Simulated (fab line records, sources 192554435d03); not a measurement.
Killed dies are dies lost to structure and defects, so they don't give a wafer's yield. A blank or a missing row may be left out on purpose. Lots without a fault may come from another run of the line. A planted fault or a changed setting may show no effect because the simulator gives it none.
Which tool did it? | flow n5_finfet | 23 lots, 69 wafers sampled, at 6 steps of a route of 1938

WHAT THE GAUGES READ, wafer by wafer
The record holds no reading of a measuring or inspecting step that can be judged against a usual standard deviation.

WHICH TOOL RAN EACH LOT (tool, then ch and the chambers of the sampled wafers, then the start)
lot  | N5_BEOL_M0_ANNEAL_133        | N5_BEOL_M0_PRE_CLEAN_131         | N5_BEOL_M1_STRIP_66                | N5_BEOL_M1_DESCUM_33               | N5_BEOL_M1_TRENCH_ETCH_37                     | N5_BEOL_M1_SPUTTER_48
L074 | pvd_sputter-02, day 5 21:46  | cvd_co-01 ch 0,2, day 5 23:10    | rie_diel-03 ch 1,3, day 6 00:23    | rie_diel-02 ch 2,3, day 6 01:11    | rie_diel-03 ch 0,1, day 6 06:48 or earlier    | pvd_sputter-03, day 6 06:48
L075 | pvd_sputter-03, day 6 17:18  | cvd_co-02 ch 1,2, day 6 18:18    | rie_diel-03 ch 0,3, day 6 20:31    | rie_diel-02 ch 0,1, day 6 21:34    | rie_diel-02 ch 0,1, day 6 23:18 or earlier    | pvd_sputter-03, day 6 23:18
L076 | pvd_sputter-02, day 6 19:29  | cvd_co-02 ch 0,1,2, day 6 20:35  | rie_diel-03 ch 0,2, day 6 22:00    | rie_diel-03 ch 2,3, day 6 23:26    | rie_diel-06 ch 1,2, day 7 04:08 or earlier    | pvd_sputter-01, day 7 04:08
L077 | pvd_sputter-03, day 6 21:30  | cvd_co-02 ch 0,2, day 6 22:55    | rie_diel-06 ch 0,1, day 7 00:17    | rie_diel-06 ch 1,3, day 7 01:11    | rie_diel-03 ch 1,3, day 7 05:14 or earlier    | pvd_sputter-03, day 7 05:14
L078 | pvd_sputter-01, day 6 21:34  | cvd_co-02 ch 0,1,2, day 6 23:04  | rie_diel-03 ch 1,2, day 7 00:33    | rie_diel-06 ch 0,1,3, day 7 01:22  | rie_diel-06 ch 0,2,3, day 7 11:31 or earlier  | pvd_sputter-02, day 7 11:31
L079 | pvd_sputter-01, day 7 08:01  | cvd_co-01 ch 1,2, day 7 09:22    | rie_diel-02 ch 0,1,2, day 7 11:24  | rie_diel-02 ch 0,2,3, day 7 12:04  | rie_diel-06 ch 1,3, day 7 14:11 or earlier    | pvd_sputter-03, day 7 14:11
L080 | pvd_sputter-01, day 7 14:16  | cvd_co-01 ch 0,1,2, day 7 15:20  | rie_diel-03 ch 0,2, day 7 17:24    | rie_diel-06 ch 1,2, day 7 18:21    | rie_diel-06 ch 0,1,2, day 8 02:40 or earlier  | pvd_sputter-02, day 8 02:40
L081 | pvd_sputter-02, day 8 02:19  | cvd_co-01 ch 0,1,2, day 8 03:26  | rie_diel-06 ch 1,2,3, day 8 05:17  | rie_diel-02 ch 1,2,3, day 8 05:57  | rie_diel-06 ch 0,1,3, day 8 08:22 or earlier  | pvd_sputter-03, day 8 08:22
L083 | pvd_sputter-01, day 8 04:04  | cvd_co-01 ch 0,2, day 8 05:10    | rie_diel-03 ch 0,1,3, day 8 08:03  | rie_diel-06 ch 0,2,3, day 8 08:52  | rie_diel-03 ch 0,1,3, day 8 11:12 or earlier  | pvd_sputter-02, day 8 11:12
L084 | pvd_sputter-02, day 8 10:07  | cvd_co-02 ch 0,1,2, day 8 11:19  | rie_diel-03 ch 0,2, day 8 14:31    | rie_diel-03 ch 0,1,2, day 8 15:43  | rie_diel-03 ch 0,2, day 8 20:57 or earlier    | pvd_sputter-03, day 8 20:57
L085 | pvd_sputter-03, day 8 19:31  | cvd_co-02 ch 1,2, day 8 20:29    | rie_diel-02 ch 1,2,3, day 8 23:40  | rie_diel-03 ch 0,1, day 9 00:20    | rie_diel-02 ch 1,2,3, day 9 04:08 or earlier  | pvd_sputter-02, day 9 04:08
L086 | pvd_sputter-01, day 9 07:41  | cvd_co-02 ch 0,1,2, day 9 08:41  | rie_diel-03 ch 2,3, day 9 10:02    | rie_diel-06 ch 0,3, day 9 10:50    | rie_diel-06 ch 0,1, day 9 13:40 or earlier    | pvd_sputter-03, day 9 13:40
L087 | pvd_sputter-03, day 9 08:32  | cvd_co-02 ch 0,1, day 9 10:13    | rie_diel-06 ch 1,3, day 9 13:03    | rie_diel-03 ch 0,2,3, day 9 13:43  | rie_diel-02 ch 2,3, day 9 15:30 or earlier    | pvd_sputter-02, day 9 15:30
L088 | pvd_sputter-03, day 9 16:02  | cvd_co-01 ch 0,1, day 9 17:34    | rie_diel-02 ch 0,1,3, day 9 19:56  | rie_diel-02 ch 0,2,3, day 9 20:44  | rie_diel-03 ch 0,3, day 10 00:11 or earlier   | pvd_sputter-02, day 10 00:11
L089 | pvd_sputter-02, day 9 20:50  | cvd_co-01 ch 0,1,2, day 9 22:11  | rie_diel-02 ch 0,1,2, day 10 01:08 | rie_diel-06 ch 0,2,3, day 10 01:56 | rie_diel-03 ch 0,1,2, day 10 04:22 or earlier | pvd_sputter-01, day 10 04:22
L090 | pvd_sputter-02, day 10 02:19 | cvd_co-01 ch 0,2, day 10 03:18   | rie_diel-02 ch 2,3, day 10 05:39   | rie_diel-06 ch 1,2, day 10 06:19   | rie_diel-06 ch 0,1,2, day 10 09:23 or earlier | pvd_sputter-03, day 10 09:23
L091 | pvd_sputter-03, day 10 07:58 | cvd_co-02 ch 0,1,2, day 10 08:58 | rie_diel-03 ch 0,2, day 10 11:09   | rie_diel-06 ch 0,1, day 10 11:49   | rie_diel-02 ch 1,3, day 10 14:52 or earlier   | pvd_sputter-01, day 10 14:52
L092 | pvd_sputter-03, day 10 11:49 | cvd_co-01 ch 1,2, day 10 13:17   | rie_diel-03 ch 1,2, day 10 15:07   | rie_diel-02 ch 0,2,3, day 10 15:49 | rie_diel-06 ch 2,3, day 11 00:23 or earlier   | pvd_sputter-01, day 11 00:23
L093 | pvd_sputter-03, day 10 14:55 | cvd_co-02 ch 0,1,2, day 10 16:20 | rie_diel-06 ch 2,3, day 10 18:31   | rie_diel-03 ch 0,3, day 10 19:25   | rie_diel-06 ch 3, day 11 05:01 or earlier     | pvd_sputter-01, day 11 05:01
L094 | pvd_sputter-02, day 10 20:10 | cvd_co-02 ch 0,2, day 10 21:10   | rie_diel-02 ch 0,1,3, day 10 22:50 | rie_diel-02 ch 1,3, day 10 23:30   | rie_diel-02 ch 0,1,2, day 11 03:11 or earlier | pvd_sputter-03, day 11 03:11
L095 | pvd_sputter-02, day 11 00:07 | cvd_co-01 ch 0,2, day 11 01:07   | rie_diel-02 ch 0,1, day 11 03:23   | rie_diel-02 ch 1,2,3, day 11 04:13 | rie_diel-02 ch 0,1,3, day 11 09:01 or earlier | pvd_sputter-03, day 11 09:01
L096 | pvd_sputter-02, day 11 09:27 | cvd_co-02 ch 0,1, day 11 10:26   | rie_diel-06 ch 0,2, day 11 12:24   | rie_diel-06 ch 0,1,3, day 11 13:12 | rie_diel-02 ch 0,2,3, day 11 20:16 or earlier | pvd_sputter-01, day 11 20:16
L097 | pvd_sputter-02, day 11 22:43 | cvd_co-01 ch 0,1,2, day 12 02:14 | rie_diel-03 ch 1,2, day 12 04:56   | rie_diel-03 ch 0,1,2, day 12 05:43 | rie_diel-02 ch 2,3, day 12 09:17 or earlier   | pvd_sputter-03, day 12 09:17
- N5_BEOL_M0_ANNEAL_133: time 60 s.
- N5_BEOL_M0_PRE_CLEAN_131: time 15 s.
- N5_BEOL_M1_STRIP_66: strips in CF4.
- N5_BEOL_M1_DESCUM_33: chemistry O2, time 7 s.
- N5_BEOL_M1_TRENCH_ETCH_37: etches SiOC in C4F6/O2, target depth 55.207 nm, time 29 s.
- N5_BEOL_M1_SPUTTER_48: material Cu, target thk 4.5 nm, time 8.29 s.

WHAT THE TOOLS THEMSELVES READ (means of the sampled wafers that have a number; where no wafer has one, the mark that the record gives instead)
N5_BEOL_M0_ANNEAL_133.
lot  | tool           | heater_power_w (W)
L074 | pvd_sputter-02 | 654
L075 | pvd_sputter-03 | 797
L076 | pvd_sputter-02 | 721
L077 | pvd_sputter-03 | 846
L078 | pvd_sputter-01 | 928
L079 | pvd_sputter-01 | 866
L080 | pvd_sputter-01 | 941
L081 | pvd_sputter-02 | 716
L083 | pvd_sputter-01 | 870
L084 | pvd_sputter-02 | 785
L085 | pvd_sputter-03 | 846
L086 | pvd_sputter-01 | 847
L087 | pvd_sputter-03 | 843
L088 | pvd_sputter-03 | 813
L089 | pvd_sputter-02 | 786
L090 | pvd_sputter-02 | 793
L091 | pvd_sputter-03 | 805
L092 | pvd_sputter-03 | 843
L093 | pvd_sputter-03 | 785
L094 | pvd_sputter-02 | 801
L095 | pvd_sputter-02 | 730
L096 | pvd_sputter-02 | 786
L097 | pvd_sputter-02 | 719

N5_BEOL_M0_PRE_CLEAN_131.
lot  | tool      | heater_power_w (W)
L074 | cvd_co-01 | 84
L075 | cvd_co-02 | 101
L076 | cvd_co-02 | 109
L077 | cvd_co-02 | 82
L078 | cvd_co-02 | 108
L079 | cvd_co-01 | 71
L080 | cvd_co-01 | 83
L081 | cvd_co-01 | 84
L083 | cvd_co-01 | 72
L084 | cvd_co-02 | 107
L085 | cvd_co-02 | 99
L086 | cvd_co-02 | 105
L087 | cvd_co-02 | 115
L088 | cvd_co-01 | 96
L089 | cvd_co-01 | 84
L090 | cvd_co-01 | 83
L091 | cvd_co-02 | 108
L092 | cvd_co-01 | 71
L093 | cvd_co-02 | 109
L094 | cvd_co-02 | 90
L095 | cvd_co-01 | 83
L096 | cvd_co-02 | 132
L097 | cvd_co-01 | 85

N5_BEOL_M1_STRIP_66.
lot  | tool        | chamber_pressure_mTorr (mTorr) | drypump_motor_current_A (A) | oes_product_au (a.u.) | rf_vpp_V (V) | showerhead_plenum_p_Torr (Torr) | throttle_valve_pct (%)
L074 | rie_diel-03 | 50.04                          | 5.5                         | 0.71                  | 271.7        | 1.80                            | 13.90
L075 | rie_diel-03 | 50.04                          | 5.8                         | 0.76                  | 269.8        | 1.77                            | 13.79
L076 | rie_diel-03 | 50.00                          | 6.2                         | 0.87                  | 270.5        | 1.76                            | 13.48
L077 | rie_diel-06 | 49.96                          | 6.1                         | 0.84                  | 271.9        | 1.81                            | 13.37
L078 | rie_diel-03 | 50.04                          | 5.7                         | 0.75                  | 272.0        | 1.82                            | 13.72
L079 | rie_diel-02 | 49.94                          | 6.1                         | 0.78                  | 272.2        | 1.83                            | 13.50
L080 | rie_diel-03 | 49.98                          | 5.7                         | 0.80                  | 269.8        | 1.74                            | 13.58
L081 | rie_diel-06 | 50.00                          | 5.7                         | 0.87                  | 272.2        | 1.85                            | 13.31
L083 | rie_diel-03 | 50.00                          | 6.0                         | 0.76                  | 271.4        | 1.80                            | 13.73
L084 | rie_diel-03 | 50.01                          | 5.7                         | 0.79                  | 269.7        | 1.74                            | 13.59
L085 | rie_diel-02 | 50.02                          | 6.0                         | 0.80                  | 271.0        | 1.83                            | 13.55
L086 | rie_diel-03 | 49.99                          | 5.3                         | 0.88                  | 270.6        | 1.76                            | 13.54
L087 | rie_diel-06 | 50.00                          | 5.9                         | 0.84                  | 272.7        | 1.87                            | 13.29
L088 | rie_diel-02 | 49.98                          | 5.9                         | 0.82                  | 273.5        | 1.88                            | 13.34
L089 | rie_diel-02 | 50.05                          | 6.1                         | 0.76                  | 272.1        | 1.82                            | 13.54
L090 | rie_diel-02 | 49.94                          | 5.8                         | 0.84                  | 272.6        | 1.84                            | 13.55
L091 | rie_diel-03 | 49.97                          | 6.2                         | 0.82                  | 269.8        | 1.75                            | 13.53
L092 | rie_diel-03 | 50.00                          | 5.7                         | 0.73                  | 271.7        | 1.81                            | 13.79
L093 | rie_diel-06 | 50.08                          | 5.4                         | 0.84                  | 271.3        | 1.84                            | 13.40
L094 | rie_diel-02 | 50.00                          | 5.9                         | 0.80                  | 272.3        | 1.88                            | 13.37
L095 | rie_diel-02 | 50.00                          | 6.1                         | 0.77                  | 273.0        | 1.87                            | 13.34
L096 | rie_diel-06 | 50.05                          | 5.7                         | 0.92                  | 270.3        | 1.78                            | 13.32
L097 | rie_diel-03 | 50.03                          | 5.5                         | 0.72                  | 270.9        | 1.76                            | 13.78

N5_BEOL_M1_DESCUM_33.
lot  | tool        | chamber_pressure_mTorr (mTorr) | drypump_motor_current_A (A) | oes_product_au (a.u.) | rf_vpp_V (V) | showerhead_plenum_p_Torr (Torr) | temp_c (C) | throttle_valve_pct (%)
L074 | rie_diel-02 | 20.004                         | 6.0                         | 0.73                  | 240.9        | 1.99                            | 39.87      | 20.67
L075 | rie_diel-02 | 19.992                         | 6.1                         | 0.83                  | 244.5        | 2.21                            | 40.06      | 20.08
L076 | rie_diel-03 | 19.996                         | 5.3                         | 0.74                  | 242.4        | 2.03                            | 39.91      | 20.58
L077 | rie_diel-06 | 20.020                         | 6.0                         | 0.92                  | 244.5        | 2.16                            | 40.01      | 20.11
L078 | rie_diel-06 | 20.005                         | 6.0                         | 0.82                  | 243.8        | 2.14                            | 39.98      | 20.28
L079 | rie_diel-02 | 20.002                         | 5.9                         | 0.87                  | 244.4        | 2.15                            | 39.93      | 20.36
L080 | rie_diel-06 | 19.990                         | 5.8                         | 0.92                  | 244.4        | 2.14                            | 40.10      | 20.19
L081 | rie_diel-02 | 20.023                         | 6.0                         | 0.82                  | 244.0        | 2.14                            | 40.00      | 20.36
L083 | rie_diel-06 | 19.989                         | 5.7                         | 0.79                  | 244.6        | 2.14                            | 40.01      | 20.38
L084 | rie_diel-03 | 20.021                         | 6.0                         | 0.80                  | 242.9        | 2.08                            | 39.90      | 20.50
L085 | rie_diel-03 | 19.996                         | 6.4                         | 0.83                  | 243.0        | 2.09                            | 39.92      | 20.42
L086 | rie_diel-06 | 19.996                         | 5.9                         | 0.77                  | 243.8        | 2.16                            | 40.07      | 20.32
L087 | rie_diel-03 | 20.005                         | 5.7                         | 0.87                  | 242.7        | 2.03                            | 40.10      | 20.42
L088 | rie_diel-02 | 19.992                         | 6.0                         | 0.83                  | 243.6        | 2.15                            | 39.98      | 20.39
L089 | rie_diel-06 | 20.008                         | 5.7                         | 0.79                  | 244.1        | 2.13                            | 40.01      | 20.40
L090 | rie_diel-06 | 19.987                         | 5.5                         | 0.87                  | 243.6        | 2.13                            | 40.00      | 20.31
L091 | rie_diel-06 | 20.001                         | 6.1                         | 0.74                  | 243.8        | 2.08                            | 40.06      | 20.44
L092 | rie_diel-02 | 19.974                         | 6.0                         | 0.82                  | 244.2        | 2.14                            | 40.06      | 20.40
L093 | rie_diel-03 | 19.989                         | 5.8                         | 0.90                  | 243.2        | 2.05                            | 40.04      | 20.37
L094 | rie_diel-02 | 20.004                         | 5.8                         | 0.85                  | 246.1        | 2.21                            | 40.03      | 20.25
L095 | rie_diel-02 | 19.998                         | 6.0                         | 0.79                  | 243.9        | 2.13                            | 39.93      | 20.41
L096 | rie_diel-06 | 20.006                         | 6.0                         | 0.90                  | 243.3        | 2.13                            | 39.93      | 20.18
L097 | rie_diel-03 | 20.021                         | 5.9                         | 0.76                  | 241.9        | 2.07                            | 39.97      | 20.53

N5_BEOL_M1_TRENCH_ETCH_37.
lot  | tool        | chamber_pressure_mTorr (mTorr) | drypump_motor_current_A (A) | oes_o_777_au (a.u.) | oes_product_au (a.u.) | rf_vpp_V (V) | showerhead_plenum_p_Torr (Torr) | throttle_valve_pct (%)
L074 | rie_diel-03 | 29.99                          | 6.2                         | 0.82                | 0.82                  | 670          | 2.91                            | 20.97
L075 | rie_diel-02 | 30.02                          | 6.2                         | 0.79                | 0.79                  | 675          | 2.97                            | 20.50
L076 | rie_diel-06 | 29.99                          | 5.8                         | 0.93                | 0.93                  | 665          | 2.91                            | 20.65
L077 | rie_diel-03 | 30.01                          | 5.5                         | 0.70                | 0.70                  | 673          | 2.87                            | 21.19
L078 | rie_diel-06 | 30.01                          | 5.7                         | 0.81                | 0.80                  | 664          | 2.90                            | 20.78
L079 | rie_diel-06 | 29.99                          | 6.0                         | 0.91                | 0.91                  | 658          | 2.94                            | 20.57
L080 | rie_diel-06 | 30.00                          | 5.7                         | 0.82                | 0.83                  | 665          | 2.88                            | 20.80
L081 | rie_diel-06 | 29.99                          | 6.0                         | 0.81                | 0.81                  | 657          | 2.91                            | 20.72
L083 | rie_diel-03 | 29.99                          | 6.0                         | 0.77                | 0.78                  | 673          | 2.86                            | 21.04
L084 | rie_diel-03 | 30.02                          | 5.8                         | 0.79                | 0.79                  | 669          | 2.75                            | 20.87
L085 | rie_diel-02 | 29.99                          | 6.0                         | 0.80                | 0.81                  | 671          | 2.90                            | 20.83
L086 | rie_diel-06 | 29.99                          | 6.0                         | 0.75                | 0.75                  | 657          | 2.84                            | 20.88
L087 | rie_diel-02 | 30.01                          | 6.0                         | 0.80                | 0.80                  | 665          | 2.83                            | 21.07
L088 | rie_diel-03 | 30.00                          | 5.8                         | 0.90                | 0.93                  | 676          | 2.80                            | 20.87
L089 | rie_diel-03 | 30.04                          | 6.0                         | 0.78                | 0.78                  | 669          | 2.82                            | 20.94
L090 | rie_diel-06 | 29.99                          | 5.8                         | 0.81                | 0.81                  | 664          | 2.87                            | 20.82
L091 | rie_diel-02 | 30.01                          | 6.0                         | 0.79                | 0.79                  | 674          | 2.98                            | 20.61
L092 | rie_diel-06 | 30.01                          | 5.4                         | 0.84                | 0.83                  | 671          | 2.92                            | 20.74
L093 | rie_diel-06 | 30.02                          | 5.8                         | 0.83                | 0.81                  | 657          | 2.98                            | 20.59
L094 | rie_diel-02 | 30.03                          | 6.1                         | 0.75                | 0.75                  | 670          | 2.89                            | 20.79
L095 | rie_diel-02 | 29.98                          | 6.0                         | 0.81                | 0.81                  | 672          | 2.99                            | 20.63
L096 | rie_diel-02 | 30.01                          | 5.9                         | 0.81                | 0.81                  | 668          | 2.91                            | 20.88
L097 | rie_diel-02 | 29.95                          | 5.8                         | 0.83                | 0.83                  | 668          | 2.92                            | 20.95

N5_BEOL_M1_SPUTTER_48.
lot  | tool           | throttle_valve_pct (%)
L074 | pvd_sputter-03 | 30.4
L075 | pvd_sputter-03 | 30.3
L076 | pvd_sputter-01 | 29.3
L077 | pvd_sputter-03 | 30.4
L078 | pvd_sputter-02 | 29.9
L079 | pvd_sputter-03 | 31.3
L080 | pvd_sputter-02 | 29.9
L081 | pvd_sputter-03 | 30.9
L083 | pvd_sputter-02 | 29.8
L084 | pvd_sputter-03 | 31.0
L085 | pvd_sputter-02 | 30.2
L086 | pvd_sputter-03 | 31.0
L087 | pvd_sputter-02 | 30.0
L088 | pvd_sputter-02 | 30.5
L089 | pvd_sputter-01 | 28.1
L090 | pvd_sputter-03 | 30.2
L091 | pvd_sputter-01 | 29.1
L092 | pvd_sputter-01 | 28.0
L093 | pvd_sputter-01 | 30.0
L094 | pvd_sputter-03 | 30.3
L095 | pvd_sputter-03 | 31.1
L096 | pvd_sputter-01 | 30.3
L097 | pvd_sputter-03 | 30.7

THE ANSWER, worked out from the rows above alone
Rule: what is usual is taken from the lots themselves. Put in order of their means at a reading, lots are off if they are a third of the lots or fewer, leave a main group of 4 or more, and stand apart from it by a gap of 3 or more times the standard deviation of the main group's means; of several such gaps the widest counts. A main group whose means are all the same, to the digits that the tables above print for the reading, isn't used. A lot without any number at a reading at which 4 lots or more have one is off too. The other lots that the step has rows for count as sound. The gauges are gone through in route order, then the tools' own readings, and for those a lot's mean is taken as printed above. The first step at which some lot is off is used, and at that step the reading that is off furthest; a lot without a number counts as furthest.
No lot is off at any reading shown: from this, nothing can be told.

WHAT THE SIMULATOR HAD PUT IN
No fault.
